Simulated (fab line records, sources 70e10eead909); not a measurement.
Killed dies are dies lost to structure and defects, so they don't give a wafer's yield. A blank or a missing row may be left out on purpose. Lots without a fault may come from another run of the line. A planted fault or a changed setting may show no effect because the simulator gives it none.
Problem report in the 8D (eight disciplines) form, filled by code | flow nand_harc | the parts of the form that need people (team, actions taken, sign-off) are left out

1. THE PROBLEM
killed_dies at NHARC_END_SORT_01 reads a mean of 189 on 6 wafers of 2 lots; wafers without a fault read 60 with a standard deviation of 19. That is +6.8 standard deviations from the usual mean.
First seen on wafer L490.1, day 30 17:01, on prober-01. The record holds 6 wafers of 2 lots with a number at this step. Rule for "out", or "out of limits": more than 4 standard deviations from the usual mean. The other wafers with a number count as sound.

2. WHAT IT IS AND WHAT IT IS NOT
question                    | is                           | is not
which readings at this step | killed_dies, killed_at_array | killed_at_periphery, killed_open, killed_short
which lots                  | L490, L491                   | -
which wafers of those lots  | all that have a number       | -
read on which gauges        | prober-01, prober-02         | -
when                        | from day 30 17:01            | up to then (0 sound wafers)

3. SUSPECTS, AND WHAT RULES EACH OUT
Counting: a tool at a process step up to the reading stays a suspect if it ran every lot that is out and no sound lot after the first of them.
- the gauge at NHARC_END_SORT_01: ruled out. The wafers that are out were read on 2 gauges (prober-01, prober-02).
- rie_diel-11 at NHARC_A_SLIT_ETCH_29 (etches the open film in CF4/O2, target depth 100 nm, overetch 10 nm, time 55 s): kept. It ran every lot that is out, first L490 (day 26 03:02), and no sound lot after that.
- ald_hk-03 at NHARC_A_WL_FILL_ALD_00 (deposits Al2O3, target thk 3 nm, pulse time 3 s, ald cycles 30): kept. It ran every lot that is out, first L490 (day 26 11:09), and no sound lot after that.
- ald_metal-01 at NHARC_A_WL_FILL_ALD_02 (deposits TiN, target thk 2 nm, pulse time 3 s, ald cycles 100): kept. It ran every lot that is out, first L490 (day 26 11:46), and no sound lot after that.
Left after counting: rie_diel-11 at NHARC_A_SLIT_ETCH_29, ald_hk-03 at NHARC_A_WL_FILL_ALD_00, ald_metal-01 at NHARC_A_WL_FILL_ALD_02.

4. THE CAUSE (what the simulator had put in)
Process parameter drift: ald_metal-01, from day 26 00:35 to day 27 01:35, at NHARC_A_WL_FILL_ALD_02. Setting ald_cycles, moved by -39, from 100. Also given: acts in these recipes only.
Counting left 3 suspects, and this tool is among them.

5. THE CHAIN OF EFFECTS, in route order
Each row: a reading whose mean over the struck wafers that have a number lies more than 3 standard deviations from the usual. Only readings for which the record gives a usual standard deviation are gone through. hours: the time from each lot's start at the first step in this table that gives one to its start at this step, as a median over the lots. sigmas: the change in usual standard deviations.
hours | step              | reading         | usual | on struck wafers | change | sigmas
0     | NHARC_END_SORT_01 | killed_at_array | 55    | 185              | +130   | +6.5
0     | NHARC_END_SORT_01 | killed_dies     | 60    | 189              | +129   | +6.8

6. WHAT WOULD HAVE CAUGHT IT SOONER
In this record the first reading out of limits at a measuring or inspecting step was taken at day 30 17:01, 112 hours after the fault began at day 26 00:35.
Of the tool readings at NHARC_A_WL_FILL_ALD_02 for which the record gives a usual standard deviation, none was out on any struck wafer, so an alarm limit of 4 standard deviations on them would not have fired.
All the lots that are out (2) had begun NHARC_A_WL_FILL_ALD_02 on ald_metal-01 by day 30 17:01. A hold on the tool at that time would have spared none of them.
